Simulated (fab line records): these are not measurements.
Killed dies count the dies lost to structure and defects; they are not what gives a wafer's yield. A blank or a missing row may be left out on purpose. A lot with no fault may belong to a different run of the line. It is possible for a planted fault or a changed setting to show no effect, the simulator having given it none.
The tool behind it: which one? / flow n5Finfet / 12 lots, 36 wafers sampled, at 4 steps of a route of 1938

WHAT EACH GAUGE READ, for each wafer
N5_BEOL_M7_CD_MEAS_11 targets a cd of 38.5 nm.
lot=L181; measured=day 9 00:49; on=cdSem-03; cdNm (nm)=38.0 38.3 38.7
lot=L183; measured=day 9 05:52; on=cdSem-03; cdNm (nm)=38.6 38.0 38.4
lot=L184; measured=day 9 13:57; on=cdSem-01; cdNm (nm)=38.8 38.4 38.5
lot=L185; measured=day 9 20:17; on=cdSem-03; cdNm (nm)=38.1 37.8 38.5
lot=L186; measured=day 10 12:11; on=cdSem-03; cdNm (nm)=39.3 38.9 39.3
lot=L194; measured=day 12 15:30; on=cdSem-01; cdNm (nm)=38.6 38.4 38.8
lot=L195; measured=day 12 16:25; on=cdSem-03; cdNm (nm)=37.8 38.0 38.8
lot=L199; measured=day 12 21:40; on=cdSem-01; cdNm (nm)=38.7 37.6 39.1
lot=L196; measured=day 12 22:37; on=cdSem-02; cdNm (nm)=38.6 38.6 39.0
lot=L198; measured=day 13 00:26; on=cdSem-02; cdNm (nm)=39.7 38.9 38.3
lot=L203; measured=day 14 20:33; on=cdSem-03; cdNm (nm)=37.7 38.6 38.0
lot=L202; measured=day 15 00:52; on=cdSem-02; cdNm (nm)=38.9 38.5 37.9

WHICH TOOL RAN EACH LOT (tool, then ch and the chambers of the sampled wafers, then the start)
lot=L181; N5_BEOL_M6_ANNEAL_51=rtpAnneal-02 ch 0, day 8 22:51; N5_BEOL_M6_DEP_56=pecvd-04 ch 0,2, day 8 23:28; N5_BEOL_M7_COAT_05=lithoTrack-05 ch 0, day 9 00:34
lot=L183; N5_BEOL_M6_ANNEAL_51=rtpAnneal-02 ch 0, day 9 03:29; N5_BEOL_M6_DEP_56=pecvd-02 ch 0,2, day 9 04:08; N5_BEOL_M7_COAT_05=lithoTrack-01 ch 0, day 9 05:38
lot=L184; N5_BEOL_M6_ANNEAL_51=rtpAnneal-01 ch 0, day 9 11:17; N5_BEOL_M6_DEP_56=pecvd-01 ch 0,1,2, day 9 11:50; N5_BEOL_M7_COAT_05=lithoTrack-05 ch 0, day 9 13:43
lot=L185; N5_BEOL_M6_ANNEAL_51=rtpAnneal-02 ch 0, day 9 17:52; N5_BEOL_M6_DEP_56=pecvd-02 ch 0,1,2, day 9 18:24; N5_BEOL_M7_COAT_05=lithoTrack-02 ch 0, day 9 19:55
lot=L186; N5_BEOL_M6_ANNEAL_51=rtpAnneal-01 ch 0, day 10 07:44; N5_BEOL_M6_DEP_56=pecvd-01 ch 0,1,2, day 10 08:20; N5_BEOL_M7_COAT_05=lithoTrack-05 ch 0, day 10 11:56
lot=L194; N5_BEOL_M6_ANNEAL_51=rtpAnneal-02 ch 0, day 12 12:40; N5_BEOL_M6_DEP_56=pecvd-01 ch 0,1,2, day 12 13:16; N5_BEOL_M7_COAT_05=lithoTrack-02 ch 0, day 12 15:08
lot=L195; N5_BEOL_M6_ANNEAL_51=rtpAnneal-01 ch 0, day 12 14:15; N5_BEOL_M6_DEP_56=pecvd-02 ch 0,2, day 12 15:02; N5_BEOL_M7_COAT_05=lithoTrack-02 ch 0, day 12 16:03
lot=L199; N5_BEOL_M6_ANNEAL_51=rtpAnneal-01 ch 0, day 12 18:50; N5_BEOL_M6_DEP_56=pecvd-02 ch 0,1,2, day 12 19:30; N5_BEOL_M7_COAT_05=lithoTrack-05 ch 0, day 12 21:19
lot=L196; N5_BEOL_M6_ANNEAL_51=rtpAnneal-01 ch 0, day 12 20:38; N5_BEOL_M6_DEP_56=pecvd-01 ch 0,1,2, day 12 21:16; N5_BEOL_M7_COAT_05=lithoTrack-05 ch 0, day 12 22:22
lot=L198; N5_BEOL_M6_ANNEAL_51=rtpAnneal-01 ch 0, day 12 20:58; N5_BEOL_M6_DEP_56=pecvd-01 ch 1,2, day 12 21:38; N5_BEOL_M7_COAT_05=lithoTrack-05 ch 0, day 13 00:11
lot=L203; N5_BEOL_M6_ANNEAL_51=rtpAnneal-01 ch 0, day 14 13:02; N5_BEOL_M6_DEP_56=pecvd-04 ch 1,2, day 14 13:42; N5_BEOL_M7_COAT_05=lithoTrack-05 ch 0, day 14 19:04
lot=L202; N5_BEOL_M6_ANNEAL_51=rtpAnneal-02 ch 0, day 14 21:54; N5_BEOL_M6_DEP_56=pecvd-02 ch 1,2, day 14 22:31; N5_BEOL_M7_COAT_05=lithoTrack-01 ch 0, day 15 00:30
- N5_BEOL_M6_ANNEAL_51: time 90 s.
- N5_BEOL_M6_DEP_56: deposits SiCN from 3MS/NH3, target thk 10 nm, time 17.5 s.
- N5_BEOL_M7_COAT_05: resist thk 90 nm.

WHAT THE TOOLS THEMSELVES READ (means of the sampled wafers that have a number; where no wafer has one, the mark that the record gives instead)
N5_BEOL_M6_ANNEAL_51.
lot=L181 tool=rtpAnneal-02 wafer_temp_C_max=225.60
lot=L183 tool=rtpAnneal-02 wafer_temp_C_max=225.92
lot=L184 tool=rtpAnneal-01 wafer_temp_C_max=225.85
lot=L185 tool=rtpAnneal-02 wafer_temp_C_max=225.87
lot=L186 tool=rtpAnneal-01 wafer_temp_C_max=225.85
lot=L194 tool=rtpAnneal-02 wafer_temp_C_max=225.69
lot=L195 tool=rtpAnneal-01 wafer_temp_C_max=225.77
lot=L199 tool=rtpAnneal-01 wafer_temp_C_max=225.91
lot=L196 tool=rtpAnneal-01 wafer_temp_C_max=225.85
lot=L198 tool=rtpAnneal-01 wafer_temp_C_max=226.04
lot=L203 tool=rtpAnneal-01 wafer_temp_C_max=225.75
lot=L202 tool=rtpAnneal-02 wafer_temp_C_max=225.84

N5_BEOL_M6_DEP_56.
lot=L181; tool=pecvd-04; showerheadPlenumPTorr (Torr)=3.656; throttleValvePct (%)=9.1
lot=L183; tool=pecvd-02; showerheadPlenumPTorr (Torr)=3.660; throttleValvePct (%)=9.2
lot=L184; tool=pecvd-01; showerheadPlenumPTorr (Torr)=3.650; throttleValvePct (%)=9.1
lot=L185; tool=pecvd-02; showerheadPlenumPTorr (Torr)=3.662; throttleValvePct (%)=9.0
lot=L186; tool=pecvd-01; showerheadPlenumPTorr (Torr)=3.648; throttleValvePct (%)=8.8
lot=L194; tool=pecvd-01; showerheadPlenumPTorr (Torr)=3.655; throttleValvePct (%)=8.8
lot=L195; tool=pecvd-02; showerheadPlenumPTorr (Torr)=3.665; throttleValvePct (%)=9.2
lot=L199; tool=pecvd-02; showerheadPlenumPTorr (Torr)=3.662; throttleValvePct (%)=9.0
lot=L196; tool=pecvd-01; showerheadPlenumPTorr (Torr)=3.656; throttleValvePct (%)=8.9
lot=L198; tool=pecvd-01; showerheadPlenumPTorr (Torr)=3.665; throttleValvePct (%)=8.3
lot=L203; tool=pecvd-04; showerheadPlenumPTorr (Torr)=3.646; throttleValvePct (%)=8.7
lot=L202; tool=pecvd-02; showerheadPlenumPTorr (Torr)=3.662; throttleValvePct (%)=9.0

N5_BEOL_M7_COAT_05.
lot=L181; tool=lithoTrack-05; dispensePressureKPa (kPa)=48; spinSpeedRpm (rpm)=1499.4
lot=L183; tool=lithoTrack-01; dispensePressureKPa (kPa)=53; spinSpeedRpm (rpm)=1498.9
lot=L184; tool=lithoTrack-05; dispensePressureKPa (kPa)=48; spinSpeedRpm (rpm)=1498.8
lot=L185; tool=lithoTrack-02; dispensePressureKPa (kPa)=56; spinSpeedRpm (rpm)=1499.5
lot=L186; tool=lithoTrack-05; dispensePressureKPa (kPa)=48; spinSpeedRpm (rpm)=1500.2
lot=L194; tool=lithoTrack-02; dispensePressureKPa (kPa)=56; spinSpeedRpm (rpm)=1405.0
lot=L195; tool=lithoTrack-02; dispensePressureKPa (kPa)=56; spinSpeedRpm (rpm)=1404.3
lot=L199; tool=lithoTrack-05; dispensePressureKPa (kPa)=48; spinSpeedRpm (rpm)=1500.7
lot=L196; tool=lithoTrack-05; dispensePressureKPa (kPa)=48; spinSpeedRpm (rpm)=1501.0
lot=L198; tool=lithoTrack-05; dispensePressureKPa (kPa)=48; spinSpeedRpm (rpm)=1500.5
lot=L203; tool=lithoTrack-05; dispensePressureKPa (kPa)=48; spinSpeedRpm (rpm)=1500.7
lot=L202; tool=lithoTrack-01; dispensePressureKPa (kPa)=53; spinSpeedRpm (rpm)=1500.4

THE ANSWER, worked out from the rows above alone
Rule: usual is defined by the lots themselves. Put in order of their means at a reading, lots are off if they are a third of the lots or fewer, leave a main group of 4 or more, and stand apart from it by a gap of 3 or more times the standard deviation of the main group's means; of several such gaps the widest counts. A main group is skipped when, at the precision printed for the reading in the tables above, its means are all equal. Also off: a lot with no number at a reading for which 4 or more lots have one. All remaining lots with rows at the step are treated as sound. After the gauges, taken in route order, come the tools' own readings; for these a lot's mean is taken, as printed above. The first step at which some lot is off is used, and at that step the reading that is off furthest; a lot without a number counts as furthest.
Off: L194, L195 (N5_BEOL_M7_COAT_05, spinSpeedRpm). The main group has a mean of 1500.0 rpm with a standard deviation of 0.75.
If a tool, at that step or one of the process steps before it, ran each lot that is off and ran no sound lot following the first of them, it fits. One fits: lithoTrack-02 at N5_BEOL_M7_COAT_05. Its last sound lot is L185 (day 9 19:55), its first lot that is off L194 (day 12 15:08): a fault that began between those two fits.
On the lots that are off, the tool's own readings at N5_BEOL_M7_COAT_05 differ by more than 5 times the standard deviation of the sound lots' means, which bears it out; spinSpeedRpm reads 1404.7 rpm there versus 1500.0 rpm on the sound lots.

WHAT THE SIMULATOR HAD INSERTED
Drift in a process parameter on lithoTrack-02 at N5_BEOL_M7_COAT_05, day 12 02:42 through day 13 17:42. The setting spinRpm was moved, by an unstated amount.
Lots struck among those shown: L194, L195. This agrees with what the rule above found.
